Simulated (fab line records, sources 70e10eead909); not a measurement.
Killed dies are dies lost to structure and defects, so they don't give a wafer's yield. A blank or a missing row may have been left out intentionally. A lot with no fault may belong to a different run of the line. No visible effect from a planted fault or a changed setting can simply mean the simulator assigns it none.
fab line records	flow nandHarc
[record] lots = 24	wafers = 72	lastDay = 33
route steps=1302 shown A_CONTACT@1008 A_BLC@1119
lots with no fault: from the same line, run without faults
startH: hours from the record's first day to the start of the lot's first wafer shown	waitH: hours from the lot's prior step to this one	" unchanged from the row above	L1.1+2: several wafers, shown together as one row	- no value, or no start was given	* or withheld: withheld	< > ~ a bound
route shown NAME@n: NAME is a module with steps in the file, n the number in the route of the first one	usual: the fault-free wafers' mean and standard deviation	same: alike in all rows	chamber/n: place in a boat	sites: readings site by site	_std_site: their standard deviation	_edge_site: inner sites' mean taken away from outer sites' mean	radiusMm: how far each site lies from the wafer's centre	mask NAME#n: copy n	behind: the tool/chamber that last shaped the wafer	hold: why the lot was held/for how many hours/how that ended	device: the n, p or np transistor that did not switch	end of line: the route-end tests of the same wafers	where a step has no rows: the recipe by itself	killed: the dies lost at the first sort to structure and to defects; this is not the yield of the wafer	map: a wafer's dies, marking killed ones x, the rest . and places with no die _
set.NAME: setting as actually run; set.NAME@STEP: the setting as run at that earlier step	model.NAME: the simulator's own value behind a step, which no gauge read
route steps across a sampled set of lots; one table per step, one row per wafer
services: from which hour (startH, from the record's first day; less than 0 if before it) a tool's chamber was out of use, for how many hours, and why
[[steps]]
[step NHARC_A_CONTACT_ETCH_114]
[recipe] sourceW = withheld	pressureMtorr = 20	biasV = 3000	timeS = 190	targetDepthA = 18500	arFlowSccm = withheld	c4f8FlowSccm = withheld	o2FlowSccm = withheld	chemistry = C4F8/O2/Ar
lot.wafer	tool	chamber	startH	waitH	rfHoursCounterH
L074.2	harCapEtch-03	0	505.78	0.2	39
L074.3	"	0	"	"	-
L074.4	"	1	"	"	-
L076.1	harCapEtch-02	0	506.70	0.1	85
L076.5	"	1	"	"	-
L076.6	"	0	"	"	-
L075.2	harCapEtch-01	1	515.78	0.1	0
L075.3	"	1	"	"	-
L075.5	"	1	"	"	-
L078.2	harCapEtch-01	0	548.43	0.1	6
L078.4	"	0	"	"	-
L078.5	"	0	"	"	-
L079.2	harCapEtch-02	0	552.58	0.1	92
L079.4	"	0	"	"	-
L079.5	"	0	"	"	-
L077.1	harCapEtch-03	1	552.71	0.1	48
L077.5	"	0	"	"	-
L077.6	"	1	"	"	-
L080.4	harCapEtch-01	1	552.91	0.1	-
L080.3	"	0	"	"	-
L080.6	"	0	"	"	-
L081.4	harCapEtch-03	0	570.54	0.2	-
L081.6	"	1	"	"	-
L081.5	"	0	"	"	-
L082.1	harCapEtch-01	1	581.10	0.1	14
L082.4	"	1	"	"	-
L082.5	"	0	"	"	-
L084.2	harCapEtch-01	0	593.44	0.1	18
L084.4	"	1	"	"	-
L084.3	"	0	"	"	-
L083.1	harCapEtch-03	1	596.97	0.2	57
L083.2	"	0	"	"	57
L083.6	"	1	"	"	-
L085.1	harCapEtch-01	1	605.36	0.1	20
L085.4	"	0	"	"	-
L085.5	"	1	"	"	-
L086.1	harCapEtch-03	1	605.63	0.2	60
L086.2	"	0	"	"	60
L086.5	"	0	"	"	-
L087.2	harCapEtch-03	1	623.57	0.2	64
L087.1	"	0	"	"	64
L087.3	"	0	"	"	-
L090.1	harCapEtch-02	0	634.68	0.1	110
L090.4	"	0	"	"	-
L090.3	"	1	"	"	-
L088.1	harCapEtch-01	1	641.48	0.2	27
L088.4	"	1	"	"	-
L088.3	"	0	"	"	-
L089.1	harCapEtch-01	0	650.18	0.1	29
L089.2	"	1	"	"	29
L089.3	"	1	"	"	-
L092.2	harCapEtch-01	1	682.10	0.1	33
L092.1	"	0	"	"	33
L092.4	"	0	"	"	-
L091.1	harCapEtch-02	1	688.47	0.2	117
L091.3	"	0	"	"	-
L091.5	"	1	"	"	-
L093.1	harCapEtch-03	1	690.25	0.1	72
L093.3	"	0	"	"	-
L093.5	"	1	"	"	-
L094.1	harCapEtch-03	0	699.71	0.1	75
L094.4	"	1	"	"	-
L094.5	"	1	"	"	-
L095.1	harCapEtch-01	1	700.32	0.1	37
L095.3	"	1	"	"	-
L095.4	"	0	"	"	-
L097.1	harCapEtch-01	1	713.63	0.1	41
L097.5	"	1	"	"	-
L097.6	"	0	"	"	-
L096.2	harCapEtch-03	0	716.06	0.1	80
L096.1	"	1	"	"	80
L096.3	"	0	"	"	-
[step NHARC_A_CONTACT_ETCH_128]
[recipe] sourceW = withheld	pressureMtorr = 20	biasV = 3000	timeS = 197	targetDepthA = 19180	arFlowSccm = withheld	c4f8FlowSccm = withheld	o2FlowSccm = withheld	chemistry = C4F8/O2/Ar
lot.wafer	tool	chamber	startH	waitH	rfHoursCounterH
L074.2	harCapEtch-02	1	518.39	0.1	88
L074.3	"	1	"	"	-
L074.4	"	0	"	"	-
L076.1	harCapEtch-03	1	519.53	0.1	44
L076.6	"	1	"	"	-
L076.5	"	0	"	"	-
L075.2	harCapEtch-02	1	525.88	0.1	90
L075.3	"	0	"	"	-
L075.5	"	0	"	"	-
L078.2	harCapEtch-02	1	562.40	0.1	95
L078.4	"	1	"	"	-
L078.5	"	1	"	"	-
L079.2	harCapEtch-01	0	570.51	0.1	11
L079.4	"	1	"	"	-
L079.5	"	0	"	"	-
L077.1	harCapEtch-02	1	572.29	0.1	97
L077.5	"	0	"	"	-
L077.6	"	1	"	"	-
L080.4	harCapEtch-01	1	573.42	0.2	-
L080.3	"	0	"	"	-
L080.6	"	0	"	"	-
L081.4	harCapEtch-03	0	582.60	0.2	-
L081.6	"	0	"	"	-
L081.5	"	1	"	"	-
L082.1	harCapEtch-02	0	591.25	0.1	101
L082.4	"	1	"	"	-
L082.5	"	1	"	"	-
L084.2	harCapEtch-02	0	606.47	0.2	104
L084.3	"	0	"	"	-
L084.4	"	1	"	"	-
L083.1	harCapEtch-01	1	609.53	0.2	22
L083.2	"	0	"	"	22
L083.6	"	0	"	"	-
L085.1	harCapEtch-03	0	616.81	0.2	62
L085.4	"	1	"	"	-
L085.5	"	1	"	"	-
L086.1	harCapEtch-01	0	617.51	0.2	24
L086.2	"	1	"	"	24
L086.5	"	1	"	"	-
L087.1	harCapEtch-03	0	635.92	0.1	66
L087.2	"	1	"	"	66
L087.3	"	0	"	"	-
L090.1	harCapEtch-03	0	648.01	0.2	68
L090.3	"	0	"	"	-
L090.4	"	1	"	"	-
L088.1	harCapEtch-02	0	652.87	0.1	114
L088.3	"	1	"	"	-
L088.4	"	0	"	"	-
L089.2	harCapEtch-01	0	660.16	0.1	32
L089.1	"	1	"	"	32
L089.3	"	0	"	"	-
L092.2	harCapEtch-01	1	693.03	0.1	36
L092.1	"	0	"	"	36
L092.4	"	0	"	"	-
L091.1	harCapEtch-02	0	699.55	0.1	119
L091.3	"	1	"	"	-
L091.5	"	1	"	"	-
L093.1	harCapEtch-03	0	702.86	0.1	77
L093.3	"	1	"	"	-
L093.5	"	0	"	"	-
L094.1	harCapEtch-02	0	711.90	0.1	122
L094.4	"	1	"	"	-
L094.5	"	1	"	"	-
L095.1	harCapEtch-03	1	712.06	0.1	79
L095.4	"	1	"	"	-
L095.3	"	0	"	"	-
L097.1	harCapEtch-03	1	724.15	0.1	83
L097.5	"	1	"	"	-
L097.6	"	0	"	"	-
L096.1	harCapEtch-01	1	726.36	0.1	45
L096.2	"	0	"	"	45
L096.3	"	1	"	"	-
[step NHARC_A_CONTACT_ETCH_133]
[recipe] sourceW = withheld	pressureMtorr = 20	biasV = 400	timeS = 374	targetDepthA = 16100	arFlowSccm = withheld	c4f8FlowSccm = 11.5	o2FlowSccm = 7.2	chemistry = C4F8/O2/Ar
lot.wafer	tool	chamber	startH	waitH	rfHoursCounterH
L074.2	harCapEtch-02	1	519.27	0.1	89
L074.3	"	1	"	"	-
L074.4	"	0	"	"	-
L076.1	harCapEtch-03	1	520.41	0.1	45
L076.6	"	1	"	"	-
L076.5	"	0	"	"	-
L075.2	harCapEtch-02	1	526.77	0.1	90
L075.3	"	0	"	"	-
L075.5	"	0	"	"	-
L078.2	harCapEtch-02	1	563.29	0.1	96
L078.4	"	1	"	"	-
L078.5	"	1	"	"	-
L079.2	harCapEtch-01	0	571.43	0.2	11
L079.4	"	1	"	"	-
L079.5	"	0	"	"	-
L077.1	harCapEtch-02	1	573.22	0.2	98
L077.5	"	0	"	"	-
L077.6	"	1	"	"	-
L080.4	harCapEtch-01	1	574.39	0.2	-
L080.3	"	0	"	"	-
L080.6	"	0	"	"	-
L081.4	harCapEtch-03	0	583.89	0.3	-
L081.6	"	0	"	"	-
L081.5	"	1	"	"	-
L082.1	harCapEtch-02	0	592.14	0.1	102
L082.4	"	1	"	"	-
L082.5	"	1	"	"	-
L084.2	harCapEtch-02	0	607.64	0.2	105
L084.3	"	0	"	"	-
L084.4	"	1	"	"	-
L083.1	harCapEtch-01	1	610.71	0.2	23
L083.2	"	0	"	"	23
L083.6	"	0	"	"	-
L085.1	harCapEtch-03	0	618.00	0.2	63
L085.4	"	1	"	"	-
L085.5	"	1	"	"	-
L086.1	harCapEtch-01	0	618.69	0.2	25
L086.2	"	1	"	"	25
L086.5	"	1	"	"	-
L087.1	harCapEtch-03	0	636.80	0.1	67
L087.2	"	1	"	"	67
L087.3	"	0	"	"	-
L090.1	harCapEtch-03	0	649.19	0.2	69
L090.3	"	0	"	"	-
L090.4	"	1	"	"	-
L088.1	harCapEtch-02	0	653.79	0.2	114
L088.3	"	1	"	"	-
L088.4	"	0	"	"	-
L089.2	harCapEtch-01	0	661.04	0.1	33
L089.1	"	1	"	"	33
L089.3	"	0	"	"	-
L092.2	harCapEtch-01	1	693.91	0.1	37
L092.1	"	0	"	"	37
L092.4	"	0	"	"	-
L091.1	harCapEtch-02	0	700.43	0.1	120
L091.3	"	1	"	"	-
L091.5	"	1	"	"	-
L093.1	harCapEtch-03	0	703.78	0.2	78
L093.3	"	1	"	"	-
L093.5	"	0	"	"	-
L094.1	harCapEtch-02	0	712.82	0.2	123
L094.4	"	1	"	"	-
L094.5	"	1	"	"	-
L095.1	harCapEtch-03	1	712.95	0.1	80
L095.4	"	1	"	"	-
L095.3	"	0	"	"	-
L097.1	harCapEtch-03	1	725.03	0.1	84
L097.5	"	1	"	"	-
L097.6	"	0	"	"	-
L096.1	harCapEtch-01	1	727.25	0.1	46
L096.2	"	0	"	"	46
L096.3	"	1	"	"	-
[step NHARC_A_CONTACT_ETCH_88]
[recipe] targetDepthA = 390	overEtchFrac = 0.3	timeS = 65	ionEnergyEv = 80	cf4FlowSccm = 150	arFlowSccm = 0	rfW = 300	biasW = 100	chemistry = CF4
[usual] drypumpMotorCurrentA = 5.5/0.39	oesProductAu = 1.000/0.012	rfVppV = 151.2/1.4	showerheadPlenumPTorr = 1.76/0.091	throttleValvePct = 13.283/0.0087
lot.wafer	tool	chamber	startH	waitH	drypumpMotorCurrentA	oesProductAu	rfHoursCounterH	rfVppV	showerheadPlenumPTorr	throttleValvePct
L074.2	rieDiel-03	0	525.29	0.1	5.7	0.984	11	148.9	1.66	13.300
L074.3	"	2	"	"	5.4	0.996	10	149.8	1.64	13.271
L074.4	"	3	"	"	5.4	1.013	8	153.0	1.86	13.288
L076.1	rieDiel-09	0	525.47	0.1	5.3	1.004	5	151.9	1.76	13.276
L076.5	"	0	"	"	5.3	0.994	-	151.3	1.76	13.287
L076.6	"	1	"	"	5.5	1.010	-	151.3	1.83	13.288
L075.2	rieDiel-03	2	531.58	0.1	5.4	0.994	11	150.1	1.64	13.285
L075.3	"	3	"	"	5.4	1.013	9	150.9	1.86	13.274
L075.5	"	1	"	"	4.9	0.989	-	152.8	1.78	13.290
L078.2	rieDiel-03	0	573.64	0.1	5.7	0.985	17	150.6	1.66	13.282
L078.4	"	1	"	"	5.0	0.991	16	150.6	1.78	13.284
L078.5	"	0	"	"	5.7	0.988	-	149.0	1.66	13.289
L079.2	rieDiel-03	2	577.42	0.2	5.4	0.992	17	149.9	1.64	13.270
L079.4	"	1	"	"	5.0	0.987	17	152.9	1.78	13.269
L079.5	"	3	"	"	5.4	1.009	-	152.0	1.86	13.284
L077.1	rieDiel-03	0	582.43	0.1	5.7	0.981	20	149.6	1.66	13.277
L077.6	"	0	"	"	5.7	0.991	-	151.2	1.66	13.279
L077.5	"	1	"	"	5.0	0.978	-	151.7	1.78	13.279
L080.4	rieDiel-09	3	582.83	0.1	6.6	1.032	26	153.3	1.82	13.289
L080.3	"	0	"	"	5.3	0.993	26	149.3	1.75	13.285
L080.6	"	3	"	"	6.6	1.032	-	151.5	1.82	13.283
L081.4	rieDiel-03	1	588.55	0.1	5.0	0.999	20	152.6	1.78	13.290
L081.5	"	0	"	"	5.7	0.992	-	150.5	1.66	13.283
L081.6	"	1	"	"	5.0	0.989	-	151.2	1.78	13.287
L082.4	rieDiel-09	2	598.42	0.1	5.5	0.997	31	150.0	1.78	13.300
L082.1	"	3	"	"	6.6	1.019	30	151.7	1.82	13.278
L082.5	"	2	"	"	5.5	1.005	-	151.9	1.78	13.289
L084.4	rieDiel-03	3	612.52	0.1	5.4	1.009	25	151.5	1.86	13.286
L084.2	"	0	"	"	5.7	0.987	26	148.8	1.65	13.292
L084.3	"	2	"	"	5.4	0.985	25	149.2	1.64	13.290
L083.1	rieDiel-03	0	616.68	0.1	5.7	0.995	28	150.4	1.65	13.290
L083.2	"	3	"	"	5.4	1.010	26	151.3	1.86	13.275
L083.6	"	0	"	"	5.7	0.996	-	150.0	1.65	13.301
L085.1	rieDiel-03	3	622.93	0.1	5.4	1.014	28	152.1	1.86	13.277
L085.4	"	0	"	"	5.7	0.984	30	150.6	1.65	13.281
L085.5	"	2	"	"	5.4	1.003	-	149.6	1.64	13.277
L086.2	rieDiel-03	1	624.62	0.1	5.0	0.987	29	151.3	1.78	13.302
L086.1	"	0	"	"	5.7	0.992	31	149.1	1.65	13.270
L086.5	"	1	"	"	5.0	0.981	-	151.8	1.78	13.294
L087.1	rieDiel-09	0	643.83	0.1	5.4	1.004	43	152.8	1.75	13.301
L087.2	"	1	"	"	5.5	0.974	45	151.0	1.82	13.281
L087.3	"	3	"	"	6.6	1.030	47	152.1	1.81	13.301
L090.4	rieDiel-03	2	654.02	0.1	5.4	0.994	2	150.9	1.91	13.271
L090.1	"	0	"	"	5.7	1.005	2	150.6	1.65	13.288
L090.3	"	1	"	"	5.0	1.000	2	152.3	1.78	13.284
L088.1	rieDiel-02	2	659.79	0.1	4.7	0.985	25	149.8	1.71	13.273
L088.4	"	3	"	"	6.0	1.004	25	148.6	1.67	13.299
L088.3	"	0	"	"	5.6	0.993	25	151.8	1.90	13.281
L089.3	rieDiel-03	1	665.62	0.1	5.0	1.016	4	151.0	1.78	13.277
L089.2	"	2	"	"	5.4	1.006	4	152.6	1.91	13.282
L089.1	"	3	"	"	5.4	1.011	4	153.7	1.85	13.285
L092.1	rieDiel-03	3	700.52	0.1	5.4	1.000	10	153.0	1.85	13.288
L092.2	"	0	"	"	5.7	0.995	8	149.9	1.65	13.286
L092.4	"	1	"	"	5.0	1.002	8	152.0	1.77	13.281
L091.1	rieDiel-03	1	706.65	0.1	5.0	0.991	9	151.8	1.77	13.282
L091.3	"	2	"	"	5.4	1.001	11	153.3	1.91	13.280
L091.5	"	0	"	"	5.7	0.990	-	150.6	1.65	13.285
L093.3	rieDiel-02	3	713.36	0.1	6.0	1.010	47	150.7	1.66	13.289
L093.1	"	0	"	"	5.5	0.994	39	153.8	1.90	13.282
L093.5	"	1	"	"	6.0	1.006	-	151.3	1.65	13.287
L094.1	rieDiel-03	3	717.83	0.5	5.4	1.024	15	150.8	1.85	13.283
L094.4	"	1	"	"	5.0	1.013	13	151.6	1.77	13.280
L094.5	"	0	"	"	5.8	1.014	-	149.4	1.65	13.288
L095.1	rieDiel-02	2	718.69	0.1	4.7	0.995	48	150.9	1.71	13.262
L095.3	"	3	"	"	6.1	1.020	48	149.5	1.66	13.279
L095.4	"	0	"	"	5.5	1.005	41	152.2	1.90	13.274
L097.1	rieDiel-03	2	730.13	0.1	5.4	0.999	16	153.5	1.90	13.286
L097.5	"	3	"	"	5.4	1.011	-	152.6	1.85	13.297
L097.6	"	0	"	"	5.7	1.007	-	151.0	1.65	13.286
L096.3	rieDiel-03	2	732.08	0.1	5.4	0.990	17	153.9	1.90	13.291
L096.2	"	3	"	"	5.5	1.018	18	152.8	1.85	13.272
L096.1	"	0	"	"	5.8	1.002	16	150.7	1.65	13.279
[step NHARC_A_CONTACT_ETCH_92]
[recipe] targetDepthA = 400	overEtchFrac = 0.5	timeS = 85.7	ionEnergyEv = 120	ch3fFlowSccm = 50	o2FlowSccm = 30	arFlowSccm = 200	rfW = 500	biasW = 100	chemistry = CH3F/O2
[usual] drypumpMotorCurrentA = 5.5/0.43	oesProductAu = 0.94/0.032	rfVppV = 244.3/2	showerheadPlenumPTorr = 2.46/0.13	throttleValvePct = 20.664/0.0089
lot.wafer	tool	chamber	startH	waitH	drypumpMotorCurrentA	oesProductAu	rfHoursCounterH	rfVppV	showerheadPlenumPTorr	throttleValvePct
L074.3	rieDiel-03	3	528.22	0.4	5.4	0.97	9	246.9	2.59	20.665
L074.2	"	0	"	"	5.7	0.93	11	240.2	2.30	20.653
L074.4	"	2	"	"	5.4	0.92	10	242.7	2.28	20.660
L076.1	rieDiel-02	2	528.89	0.5	4.8	0.92	44	241.4	2.39	20.658
L076.5	"	1	"	"	6.0	0.90	-	241.6	2.31	20.668
L076.6	"	3	"	"	6.1	0.92	-	242.9	2.33	20.668
L075.2	rieDiel-03	0	534.47	0.5	5.8	0.93	12	243.4	2.30	20.664
L075.3	"	1	"	"	5.0	0.92	12	243.9	2.48	20.674
L075.5	"	3	"	"	5.4	0.93	-	247.3	2.59	20.653
L078.2	rieDiel-03	1	576.64	0.5	5.0	0.92	17	243.4	2.48	20.655
L078.4	"	3	"	"	5.4	0.92	15	246.0	2.59	20.679
L078.5	"	2	"	"	5.4	0.91	-	240.8	2.27	20.657
L079.2	rieDiel-02	0	580.33	0.5	5.6	0.99	0	247.5	2.66	20.665
L079.5	"	2	"	"	4.8	0.98	-	243.1	2.39	20.673
L079.4	"	1	"	"	6.0	0.98	-	242.5	2.30	20.664
L077.1	rieDiel-02	2	585.36	0.5	4.8	0.99	1	243.5	2.38	20.666
L077.6	"	3	"	"	6.0	1.00	-	242.5	2.32	20.681
L077.5	"	0	"	"	5.6	0.99	-	246.3	2.66	20.658
L080.4	rieDiel-03	1	585.75	0.4	5.0	0.91	20	244.4	2.47	20.668
L080.3	"	2	"	"	5.4	0.93	20	242.3	2.27	20.654
L080.6	"	0	"	"	5.8	0.91	-	242.9	2.30	20.667
L081.4	rieDiel-09	3	592.63	0.5	6.6	0.94	30	245.7	2.53	20.652
L081.5	"	3	"	"	6.6	0.94	-	243.8	2.53	20.678
L081.6	"	0	"	"	5.3	0.92	-	243.2	2.44	20.670
L082.1	rieDiel-02	3	601.52	0.6	6.1	1.01	4	243.4	2.32	20.658
L082.4	"	1	"	"	6.1	0.99	-	241.6	2.30	20.668
L082.5	"	3	"	"	6.1	1.02	-	243.1	2.32	20.677
L084.3	rieDiel-09	2	615.40	0.4	5.5	1.02	36	244.2	2.47	20.659
L084.4	"	3	"	"	6.6	1.03	35	245.7	2.52	20.668
L084.2	"	0	"	"	5.4	1.00	35	244.9	2.43	20.676
L083.1	rieDiel-09	2	619.58	0.5	5.5	0.93	36	245.3	2.47	20.667
L083.2	"	3	"	"	6.6	0.95	36	244.8	2.52	20.658
L083.6	"	1	"	"	5.5	0.90	-	245.3	2.54	20.682
L085.1	rieDiel-03	3	625.82	0.5	5.4	0.94	29	245.3	2.58	20.664
L085.4	"	0	"	"	5.8	0.92	31	241.0	2.29	20.655
L085.5	"	3	"	"	5.4	0.94	-	245.9	2.59	20.658
L086.2	rieDiel-03	0	627.52	0.5	5.8	0.92	31	240.9	2.29	20.682
L086.1	"	2	"	"	5.4	0.92	28	241.2	2.27	20.662
L086.5	"	0	"	"	5.7	0.91	-	242.2	2.29	20.655
L087.1	rieDiel-03	2	646.72	0.5	5.4	0.99	0	248.1	2.66	20.669
L087.3	"	0	"	"	5.8	1.01	0	242.4	2.29	20.664
L087.2	"	1	"	"	5.0	1.00	0	245.4	2.47	20.657
L090.3	rieDiel-02	3	658.16	0.4	6.0	0.93	25	242.2	2.31	20.679
L090.4	"	0	"	"	5.5	0.91	24	246.5	2.65	20.659
L090.1	"	2	"	"	4.8	0.92	25	242.1	2.38	20.689
L088.1	rieDiel-03	2	662.68	0.5	5.4	0.92	4	246.8	2.66	20.660
L088.3	"	3	"	"	5.4	0.92	4	245.1	2.58	20.668
L088.4	"	0	"	"	5.7	0.93	4	243.1	2.29	20.664
L089.1	rieDiel-09	1	669.07	0.6	5.5	0.91	53	246.2	2.53	20.669
L089.3	"	2	"	"	5.5	0.95	56	243.1	2.47	20.656
L089.2	"	3	"	"	6.7	0.94	55	245.5	2.52	20.656
L092.4	rieDiel-03	1	703.41	0.4	4.9	0.92	9	245.5	2.47	20.655
L092.2	"	2	"	"	5.4	0.93	10	248.6	2.66	20.653
L092.1	"	3	"	"	5.4	0.93	10	246.6	2.58	20.662
L091.1	rieDiel-09	0	709.56	0.5	5.3	0.93	10	246.2	2.42	20.665
L091.3	"	1	"	"	5.5	0.92	8	246.3	2.53	20.647
L091.5	"	3	"	"	6.6	0.93	-	244.2	2.51	20.671
L093.1	rieDiel-03	1	716.25	0.5	5.0	0.93	12	244.6	2.46	20.638
L093.3	"	2	"	"	5.4	0.92	14	246.9	2.66	20.657
L093.5	"	2	"	"	5.4	0.93	-	245.0	2.66	20.658
L094.4	rieDiel-03	2	720.72	0.4	5.4	0.93	15	246.0	2.65	20.671
L094.1	"	0	"	"	5.8	0.94	14	242.7	2.29	20.668
L094.5	"	3	"	"	5.5	0.95	-	246.7	2.58	20.658
L095.1	rieDiel-02	0	721.57	0.5	5.6	0.92	42	247.4	2.64	20.654
L095.3	"	1	"	"	6.0	0.92	49	242.9	2.29	20.654
L095.4	"	2	"	"	4.7	0.92	49	242.7	2.37	20.670
L097.1	rieDiel-03	3	733.06	0.5	5.5	0.93	18	245.2	2.58	20.672
L097.5	"	1	"	"	4.9	0.93	-	244.3	2.46	20.675
L097.6	"	2	"	"	5.4	0.92	-	246.5	2.65	20.659
L096.2	rieDiel-03	1	734.97	0.5	5.0	0.92	15	241.7	2.46	20.655
L096.3	"	2	"	"	5.4	0.92	18	246.4	2.65	20.670
L096.1	"	3	"	"	5.4	0.93	18	246.3	2.58	20.664
[step NHARC_A_BLC_INSPECT_12]
[usual] rawDefectCount = 83/39
lot.wafer	tool	chamber	startH	waitH	rawDefectCount
L074.2	defectInspect-02	-	531.50	0.0	19
L074.3	"	-	"	"	27
L074.4	"	-	"	"	25
L076.1	defectInspect-01	-	532.32	0.0	18
L076.5	"	-	"	"	16
L076.6	"	-	"	"	11
L075.2	defectInspect-02	-	537.60	0.0	74
L075.3	"	-	"	"	87
L075.5	"	-	"	"	69
L078.2	defectInspect-02	-	579.85	0.0	21
L078.4	"	-	"	"	24
L078.5	"	-	"	"	36
L079.2	defectInspect-02	-	584.35	0.0	66
L079.4	"	-	"	"	69
L079.5	"	-	"	"	60
L077.1	defectInspect-01	-	588.64	0.0	151
L077.5	"	-	"	"	164
L077.6	"	-	"	"	170
L080.3	defectInspect-02	-	588.98	0.0	117
L080.4	"	-	"	"	135
L080.6	"	-	"	"	118
L081.4	defectInspect-01	-	595.92	0.0	120
L081.5	"	-	"	"	103
L081.6	"	-	"	"	99
L082.1	defectInspect-02	-	604.91	0.0	86
L082.4	"	-	"	"	73
L082.5	"	-	"	"	87
L084.2	defectInspect-02	-	618.65	0.0	128
L084.3	"	-	"	"	148
L084.4	"	-	"	"	136
L083.1	defectInspect-02	-	622.84	0.0	77
L083.2	"	-	"	"	70
L083.6	"	-	"	"	52
L085.1	defectInspect-01	-	629.13	0.0	36
L085.4	"	-	"	"	39
L085.5	"	-	"	"	39
L086.1	defectInspect-01	-	630.76	0.0	114
L086.2	"	-	"	"	130
L086.5	"	-	"	"	131
L087.1	defectInspect-01	-	649.87	0.0	108
L087.2	"	-	"	"	151
L087.3	"	-	"	"	139
L090.1	defectInspect-02	-	661.45	0.0	58
L090.3	"	-	"	"	81
L090.4	"	-	"	"	86
L088.1	defectInspect-02	-	665.90	0.0	81
L088.3	"	-	"	"	89
L088.4	"	-	"	"	99
L089.1	defectInspect-02	-	672.24	0.0	100
L089.2	"	-	"	"	98
L089.3	"	-	"	"	103
L092.1	defectInspect-01	-	706.69	0.0	65
L092.2	"	-	"	"	71
L092.4	"	-	"	"	69
L091.1	defectInspect-01	-	713.43	0.0	152
L091.3	"	-	"	"	135
L091.5	"	-	"	"	164
L093.1	defectInspect-01	-	719.68	0.0	63
L093.3	"	-	"	"	72
L093.5	"	-	"	"	69
L094.1	defectInspect-02	-	723.99	0.0	61
L094.4	"	-	"	"	63
L094.5	"	-	"	"	71
L095.1	defectInspect-01	-	724.79	0.0	81
L095.3	"	-	"	"	67
L095.4	"	-	"	"	68
L097.1	defectInspect-02	-	736.31	0.0	54
L097.5	"	-	"	"	68
L097.6	"	-	"	"	58
L096.1	defectInspect-02	-	738.26	0.0	64
L096.2	"	-	"	"	61
L096.3	"	-	"	"	66
[[services]]
tool	chamber	startH	hours	kind
rieDiel-03	0	491.83	-	clean
rieDiel-03	1	491.83	-	clean
rieDiel-03	2	491.83	-	clean
rieDiel-03	3	491.83	-	clean
rieDiel-09	-	497.19	9.0	pm
harCapEtch-01	-	497.62	17.0	pm
rieDiel-03	3	504.63	9.6	repair
harCapEtch-02	-	514.05	0.4	repair
rieDiel-03	0	516.33	-	clean
rieDiel-03	1	516.33	-	clean
rieDiel-03	2	516.33	-	clean
rieDiel-03	3	516.33	-	clean
rieDiel-02	1	529.22	12.6	repair
rieDiel-03	0	540.83	-	clean
rieDiel-02	-	571.09	9.0	pm
rieDiel-02	0	590.84	10.3	repair
rieDiel-02	2	600.13	4.2	repair
rieDiel-03	2	606.07	3.8	repair
rieDiel-02	0	611.89	2.5	repair
rieDiel-03	-	635.33	9.0	pm
rieDiel-09	-	674.19	9.0	pm
rieDiel-02	0	688.10	9.9	repair
rieDiel-09	3	691.61	5.4	repair
rieDiel-03	1	722.97	7.2	repair
[[key]]
fault none
